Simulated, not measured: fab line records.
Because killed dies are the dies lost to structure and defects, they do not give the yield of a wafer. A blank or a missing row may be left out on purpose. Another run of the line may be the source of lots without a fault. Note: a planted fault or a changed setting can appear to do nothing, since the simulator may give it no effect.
Comparing a struck lot with a sound one / flow nand-harc / 29 out of 1159 route steps
Sound: wafers L829.1, L829.3, L829.6. Struck: wafers L819.1, L819.2, L819.4. Last of all comes the cause.
Per side, at each step with rows, come the tool, then ch with its chambers, and then its first start. Under that, the readings that differ: sound wafers / struck wafers / difference of the means / sigmas: that difference in standard deviations of wafers without a fault.
alike: words and numbers the same on both sides, and readings whose means are apart by under 2 such deviations; not compared: readings that were withheld, readings missing a value for some wafer, numbers with overlapping values and no deviation given by the record, and bounds like >300 which may hide the same value.
Wherever a step has rows on one side only, a row that says differs or no value, or a row with sigmas, the two part there. Non-overlapping numbers with no deviation appear without sigmas and do not part them. A reading that every wafer of one side lacks parts them only if that side has two wafers or more.

first, 1 step without rows for these wafers: NHARC_A_CHANNEL_HOLE_D1_DEVELOP_09 (develop time 35 s).
NHARC_A_CHANNEL_HOLE_D1_CD_MEAS_10 targets a cd of 100 nm.
  sound on cd-sem-03 ch 0, day 13 08:46; struck on cd-sem-01 ch 0, day 10 10:01
  alike: cd-nm
NHARC_A_CHANNEL_HOLE_D1_OVL_MEAS_11:
  sound: overlay-01 at day 13 08:51; struck: overlay-02 at day 10 10:07
reading=overlay-y-nm (nm); sound=-0.6 -0.1 -0.6; struck=1.9 0.9 1.6; difference=+1.9; sigmas=+2
  alike: overlay-x-nm
NHARC_A_CHANNEL_HOLE_D1_INSPECT_12:
  sound: defect-inspect-02 at day 13 08:53; struck: defect-inspect-01 at day 10 10:09
  alike: raw-defect-count
then, 5 steps without rows for these wafers: NHARC_A_CHANNEL_HOLE_D1_DESCUM_15 (chemistry O2, time 3 s); NHARC_A_CHANNEL_HOLE_D1_ETCH_38 (etches the open film in CF4, target depth 39 nm, time 65 s); NHARC_A_CHANNEL_HOLE_D1_ETCH_39 (etches the open film in N2/H2, target depth 260 nm, time 325 s); NHARC_A_CHANNEL_HOLE_D1_ETCH_34 (etches the open film in CF4/CHF3, target depth 154 nm, time 77 s); NHARC_A_CHANNEL_HOLE_D1_ETCH_16 (etches the open film in O2/COS, target depth 3100 nm, time 806 s).
NHARC_A_CHANNEL_HOLE_D1_CD_MEAS_18:
  sound: cd-sem-02 at day 13 10:04; struck: cd-sem-01 at day 10 11:24
  alike: cd-nm
NHARC_A_CHANNEL_HOLE_D1_ETCH_19: etches the open film in C4F8/O2/Ar, time 34.5 s.
  sound on har-etch-01 ch 1, day 13 10:09; struck on har-etch-02 ch 0,1, day 10 11:28
reading=drypump-motor-current-A (A); sound=6.3 6.3 6.4; struck=5.2 5.0 5.0; difference=-1.3; sigmas=-2
  alike: bias-v, c4f8-flow-sccm, rf-fwd-power-W, showerhead-plenum-p-Torr, throttle-valve-pct
  not compared: rf-hours-counter-h
NHARC_A_CHANNEL_HOLE_D1_ETCH_20: etches the open film in C4F8/O2/Ar, time 361.9 s, target depth 1600 nm.
  sound on har-etch-01 ch 1, day 13 10:17; struck on har-etch-02 ch 0,1, day 10 11:35
reading=drypump-motor-current-A (A); sound=6.3 6.4 6.3; struck=5.3 5.1 5.0; difference=-1.2; sigmas=-2
  alike: c4f8-flow-sccm, chamber-pressure-mTorr, showerhead-plenum-p-Torr, throttle-valve-pct
  not compared: rf-hours-counter-h
NHARC_A_CHANNEL_HOLE_D1_ETCH_21: etches the open film in C4F8/O2/Ar, time 514.3 s, target depth 1600 nm.
  sound on har-etch-01 ch 1, day 13 10:38; struck on har-etch-02 ch 0,1, day 10 11:54
  no value came back on the struck wafers for any of 5 readings (c4f8-flow-sccm (sccm), chamber-pressure-mTorr (mTorr) and others); on the sound wafers c4f8-flow-sccm (sccm) reads 89.44 89.30 89.21
  not compared: rf-hours-counter-h
NHARC_A_CHANNEL_HOLE_D1_ETCH_22: etches the open film in C4F8/O2/Ar, time 666.7 s, target depth 1600 nm.
  sound on har-etch-01 ch 1, day 13 11:05; struck on har-etch-02 ch 0,1, day 10 12:20
reading=drypump-motor-current-A (A); sound=6.3 6.3 6.3; struck=5.2 5.0 5.0; difference=-1.2; sigmas=-2
  alike: c4f8-flow-sccm, chamber-pressure-mTorr, showerhead-plenum-p-Torr, throttle-valve-pct
  not compared: rf-hours-counter-h
then, 1 step without rows for these wafers: NHARC_A_CHANNEL_HOLE_D1_ETCH_23 (etches the open film in C4F8/O2/Ar, time 819 s, target depth 1600 nm).
NHARC_A_CHANNEL_HOLE_D1_ETCH_24: etches the open film in C4F8/O2/Ar, time 906.2 s, target depth 1500 nm.
  sound on har-etch-01 ch 1, day 13 12:23; struck on har-etch-02 ch 0,1, day 10 13:36
reading=drypump-motor-current-A (A); sound=6.4 6.3 6.4; struck=5.2 5.0 5.0; difference=-1.3; sigmas=-3
  alike: c4f8-flow-sccm, chamber-pressure-mTorr, showerhead-plenum-p-Torr, throttle-valve-pct
  not compared: rf-hours-counter-h
then, 2 steps without rows for these wafers: NHARC_A_CHANNEL_HOLE_D1_ETCH_25 (etches the open film in C4F8/O2/Ar, time 1040.2 s, target depth 1500 nm); NHARC_A_CHANNEL_HOLE_D1_ETCH_26 (etches the open film in C4F8/O2/Ar, time 224.1 s, target depth 300 nm).
NHARC_A_CHANNEL_HOLE_D1_ETCH_33: etches the open film in C4F8/O2/Ar, time 90 s, target depth 400 nm.
  sound on har-etch-01 ch 1, day 13 14:09; struck on har-etch-02 ch 0,1, day 10 15:28
reading=drypump-motor-current-A (A); sound=6.3 6.3 6.3; struck=5.2 5.0 5.0; difference=-1.2; sigmas=-2
reading=rf-fwd-power-W (W); sound=2005 2007 1994; struck=1986 1982 1985; difference=-18; sigmas=-3
  alike: bias-v, c4f8-flow-sccm, showerhead-plenum-p-Torr, throttle-valve-pct
  not compared: rf-hours-counter-h
then, 3 steps without rows for these wafers: NHARC_A_CHANNEL_HOLE_D1_STRIP_41 (strips in N2/H2); NHARC_A_CHANNEL_HOLE_D1_STRIP_42 (strips in CF4/CHF3); NHARC_A_CHANNEL_HOLE_D1_STRIP_43 (strips in O2/COS).
NHARC_A_CHANNEL_HOLE_D1_ETCH_44: etches the open film in CF4/O2, target depth 140 nm, overetch 14 nm, time 77 s.
  sound on rie-diel-12 ch 0,1,2, day 13 14:54; struck on rie-diel-06 ch 1,2,3, day 10 16:12
  alike: bias-w, cf4-flow-sccm, drypump-motor-current-A, oes-product-au, rf-fwd-power-W, rf-vpp-V, showerhead-plenum-p-Torr, throttle-valve-pct
  not compared: rf-hours-counter-h, model.A_CHANNEL_HOLE_D1.cd-nm
then, 3 steps without rows for these wafers: NHARC_A_CHANNEL_HOLE_D1_STRIP_27 (strips in O2); NHARC_A_CHANNEL_HOLE_D1_PRECLEAN_28 (cleans in SC1); NHARC_A_CHANNEL_HOLE_D1_SRD_29.
NHARC_A_CHANNEL_HOLE_D1_CD_MEAS_30:
  sound: cd-sem-02 at day 13 15:49; struck: cd-sem-01 at day 10 17:00
reading=cd-nm (nm); sound=90.3 89.4 90.5; struck=0.2 0.6 1.6; difference=-89.3; sigmas=-60
NHARC_A_CHANNEL_HOLE_D1_XSEM_31:
  sound on xsem-01 ch 0, day 13 15:54; struck on xsem-02 ch 0, day 10 17:05
reading=bot-cd-nm (nm); sound=75.2 73.6 75.4; struck=0.0 0.2 1.6; difference=-74.1; sigmas=-44
reading=bow-nm (nm); sound=8.10 8.06 8.15; struck=0.51 0.50 0.50; difference=-7.60; sigmas=-29
reading=tilt-deg (degrees); sound=0.05 0.06 0.06; struck=0.19 0.19 0.19; difference=+0.13; sigmas=+3
NHARC_A_CHANNEL_HOLE_D1_INSPECT_40:
  sound: defect-inspect-01 at day 13 16:00; struck: defect-inspect-02 at day 10 17:11
  alike: raw-defect-count

WHERE THEY PART
First at NHARC_A_CHANNEL_HOLE_D1_OVL_MEAS_11; last, within this record, at NHARC_A_CHANNEL_HOLE_D1_XSEM_31. Later steps at which nothing parts them and some readings are alike: NHARC_A_CHANNEL_HOLE_D1_INSPECT_40.

WHY: whatever the simulator had introduced
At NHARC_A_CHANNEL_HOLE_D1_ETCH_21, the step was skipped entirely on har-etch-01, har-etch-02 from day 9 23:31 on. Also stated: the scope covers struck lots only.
